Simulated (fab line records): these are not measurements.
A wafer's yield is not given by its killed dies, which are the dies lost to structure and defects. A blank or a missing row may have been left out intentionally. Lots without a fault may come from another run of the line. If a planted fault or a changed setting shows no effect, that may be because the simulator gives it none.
What tool caused it?    flow nand harc    13 lots, 39 wafers sampled, at 5 steps of a route of 1159

WHAT EACH GAUGE READ, for each wafer
NHARC_END_SORT_01. Usual: killed at array 28, standard deviation 11; killed at other 0.5, standard deviation 0.85; killed at periphery 2.7, standard deviation 1.9; killed dies 32, standard deviation 12; killed open 3.3, standard deviation 1.6; killed short 2.1, standard deviation 1.5.
lot   measured      on         killed at array  killed at other  killed at periphery  killed dies  killed open  killed short  flag
L668  day 23 20:22  prober-02  103 95 98        0 0 0            0 0 2                103 95 100   1 4 3        1 1 0         OFF
L665  day 23 20:25  prober-01  120 126 105      0 0 1            4 2 2                124 128 108  6 4 2        2 1 4         OFF

TOOL THAT RAN EACH LOT (tool first, then ch and the chambers of the sampled wafers, then the start)
lot   NHARC_A_STAIRCASE_HM_DEP_462   NHARC_A_BONDPAD_STRIP_15            NHARC_A_BONDPAD_PVD_17                   NHARC_THIN_TSV_STRIP_45
L654  acl dep-02 ch 0, day 11 20:25  rie diel-13 ch 0,1, day 18 09:46    pvd sputter-03, day 19 09:16 or earlier  plasma asher-01 ch 0,1, day 19 09:16
L653  acl dep-01 ch 0, day 11 21:51  rie diel-09 ch 0,2,3, day 18 10:05  pvd sputter-01, day 19 14:14 or earlier  plasma asher-01 ch 0,1, day 19 14:14
L652  acl dep-02 ch 0, day 11 22:16  rie diel-09 ch 1,2,3, day 18 13:09  pvd sputter-03, day 19 10:43 or earlier  plasma asher-01 ch 0,1, day 19 10:43
L656  acl dep-02 ch 0, day 12 15:53  rie diel-13 ch 0,1,3, day 19 18:08  pvd sputter-02, day 20 13:40 or earlier  plasma asher-02 ch 0,1, day 20 13:40
L658  acl dep-02 ch 0, day 12 23:19  rie diel-13 ch 0,2,3, day 19 04:01  pvd sputter-02, day 19 20:57 or earlier  plasma asher-01 ch 0,1, day 19 20:57
L657  acl dep-01 ch 0, day 13 01:44  rie diel-03 ch 1,2,3, day 19 00:14  pvd sputter-03, day 19 19:03 or earlier  plasma asher-01 ch 0,1, day 19 19:03
L662  acl dep-01 ch 0, day 14 03:35  rie diel-13 ch 0,3, day 20 20:40    pvd sputter-02, day 21 16:23 or earlier  plasma asher-01 ch 0, day 21 16:23
L668  acl dep-01 ch 0, day 15 18:34  rie diel-13 ch 1,2,3, day 22 13:04  pvd sputter-03, day 23 06:20 or earlier  plasma asher-01 ch 0,1, day 23 06:20
L665  acl dep-01 ch 0, day 15 20:24  rie diel-13 ch 1,2,3, day 22 13:20  pvd sputter-02, day 23 07:34 or earlier  plasma asher-01 ch 0,1, day 23 07:34
L670  acl dep-02 ch 0, day 16 06:52  rie diel-13 ch 0,1,3, day 22 21:04  pvd sputter-03, day 23 15:22 or earlier  plasma asher-01 ch 0,1, day 23 15:22
L673  acl dep-03 ch 0, day 16 14:17  rie diel-13 ch 1,2, day 23 00:19    pvd sputter-01, day 23 17:37 or earlier  plasma asher-01 ch 0,1, day 23 17:37
L672  acl dep-03 ch 0, day 16 15:31  rie diel-09 ch 1,2,3, day 22 19:43  pvd sputter-01, day 23 14:04 or earlier  plasma asher-01 ch 0,1, day 23 14:04
L674  acl dep-02 ch 0, day 17 08:32  rie diel-03 ch 0,1,2, day 23 16:52  pvd sputter-01, day 24 08:40 or earlier  plasma asher-01 ch 0,1, day 24 08:40
- NHARC_A_STAIRCASE_HM_DEP_462: deposits aC, target thk 800 nm.
- NHARC_A_BONDPAD_STRIP_15: strips in O2.
- NHARC_A_BONDPAD_PVD_17: deposits TaN, target thk 5 nm, time 8.06 s.
- NHARC_THIN_TSV_STRIP_45: strips in O2.

WHAT THE TOOLS THEMSELVES READ (means of the sampled wafers that have a number; where no wafer has one, the mark that the record gives instead)
NHARC_A_STAIRCASE_HM_DEP_462. Usual: 34.999 % for throttle valve pct, sd 0.0088.
lot   tool        throttle valve pct (%)  flag
L654  acl dep-02  34.994                  
L653  acl dep-01  34.999                  
L652  acl dep-02  34.998                  
L656  acl dep-02  35.005                  
L658  acl dep-02  35.003                  
L657  acl dep-01  34.993                  
L662  acl dep-01  35.001                  
L668  acl dep-01  34.991                  
L665  acl dep-01  35.001                  
L670  acl dep-02  34.995                  
L673  acl dep-03  34.999                  
L672  acl dep-03  35.000                  
L674  acl dep-02  34.994                  

NHARC_A_BONDPAD_STRIP_15. Usual: drypump motor current A 5.68 A, standard deviation 0.28; oes product au 1.000 a.u., standard deviation 0.0087; rf vpp V 57.6 V, standard deviation 0.87; showerhead plenum p Torr 3.49 Torr, standard deviation 0.13; throttle valve pct 17.037 %, standard deviation 0.0088.
lot   tool         drypump motor current A (A)  oes product au (a.u.)  rf vpp V (V)  showerhead plenum p Torr (Torr)  throttle valve pct (%)  flag
L654  rie diel-13  5.46                         0.994                  56.9          3.49                             17.041                  
L653  rie diel-09  5.97                         1.004                  57.3          3.40                             17.035                  
L652  rie diel-09  5.86                         0.996                  58.3          3.39                             17.041                  
L656  rie diel-13  5.52                         0.998                  57.6          3.50                             17.033                  
L658  rie diel-13  5.70                         1.011                  57.5          3.54                             17.036                  
L657  rie diel-03  5.75                         0.998                  57.6          3.51                             17.034                  
L662  rie diel-13  5.75                         0.997                  58.6          3.57                             17.029                  
L668  rie diel-13  5.54                         0.999                  57.7          3.48                             17.042                  
L665  rie diel-13  5.53                         1.002                  57.8          3.48                             17.029                  
L670  rie diel-13  5.53                         0.997                  58.0          3.50                             17.038                  
L673  rie diel-13  5.31                         0.998                  57.2          3.41                             17.030                  
L672  rie diel-09  5.85                         0.999                  58.4          3.56                             17.035                  
L674  rie diel-03  5.83                         1.002                  57.1          3.53                             17.033                  

NHARC_A_BONDPAD_PVD_17. Usual: 30.2 % for throttle valve pct, sd 0.81.
lot   tool            throttle valve pct (%)  flag
L654  pvd sputter-03  30.3                    
L653  pvd sputter-01  30.7                    
L652  pvd sputter-03  30.3                    
L656  pvd sputter-02  30.3                    
L658  pvd sputter-02  30.1                    
L657  pvd sputter-03  29.9                    
L662  pvd sputter-02  30.0                    
L668  pvd sputter-03  30.4                    
L665  pvd sputter-02  29.7                    
L670  pvd sputter-03  30.4                    
L673  pvd sputter-01  30.3                    
L672  pvd sputter-01  29.5                    
L674  pvd sputter-01  30.1                    

NHARC_THIN_TSV_STRIP_45. Usual: drypump motor current A 5.6 A, standard deviation 0.33; heater power w 315 W, standard deviation 18.
lot   tool             drypump motor current A (A)  heater power w (W)  flag
L654  plasma asher-01  5.6                          320                 
L653  plasma asher-01  5.6                          305                 
L652  plasma asher-01  5.5                          316                 
L656  plasma asher-02  5.5                          312                 
L658  plasma asher-01  5.6                          310                 
L657  plasma asher-01  5.6                          310                 
L662  plasma asher-01  5.7                          295                 
L668  plasma asher-01  5.5                          323                 
L665  plasma asher-01  5.6                          324                 
L670  plasma asher-01  5.6                          308                 
L673  plasma asher-01  5.5                          324                 
L672  plasma asher-01  5.6                          318                 
L674  plasma asher-01  5.5                          325                 

THE ANSWER, worked out from the rows above alone
Rule: a lot counts as off when the mean over its wafers that have a number is more than 3 standard deviations away from the usual mean. A lot without any number at a reading at which 4 lots or more have one is off too. All remaining lots with rows at the step are treated as sound. First the gauges in route order, then the tools' own readings, where a lot's mean is used as printed above. The first step at which some lot is off is used, and at that step the reading that is off furthest; a lot without a number counts as furthest.
Off: L668, L665, at NHARC_END_SORT_01 (killed at array). Neither off nor sound, because the step has no rows for them: L654, L653, L652, L656, L658, L657, L662, L670, L673, L672, L674.
A tool fits if, at a process step before that reading, it ran every lot that is off, and no sound lot after the first of them. Those tools and the gauges at NHARC_END_SORT_01 are tried in the same way. Because NHARC_A_BONDPAD_PVD_17 lacks a start for some lots, the hours and order of its lots are taken from NHARC_THIN_TSV_STRIP_45. Can't be told from this: 3 tools fit, acl dep-01 at NHARC_A_STAIRCASE_HM_DEP_462, rie diel-13 at NHARC_A_BONDPAD_STRIP_15, plasma asher-01 at NHARC_THIN_TSV_STRIP_45.

WHAT THE SIMULATOR HAD PUT IN
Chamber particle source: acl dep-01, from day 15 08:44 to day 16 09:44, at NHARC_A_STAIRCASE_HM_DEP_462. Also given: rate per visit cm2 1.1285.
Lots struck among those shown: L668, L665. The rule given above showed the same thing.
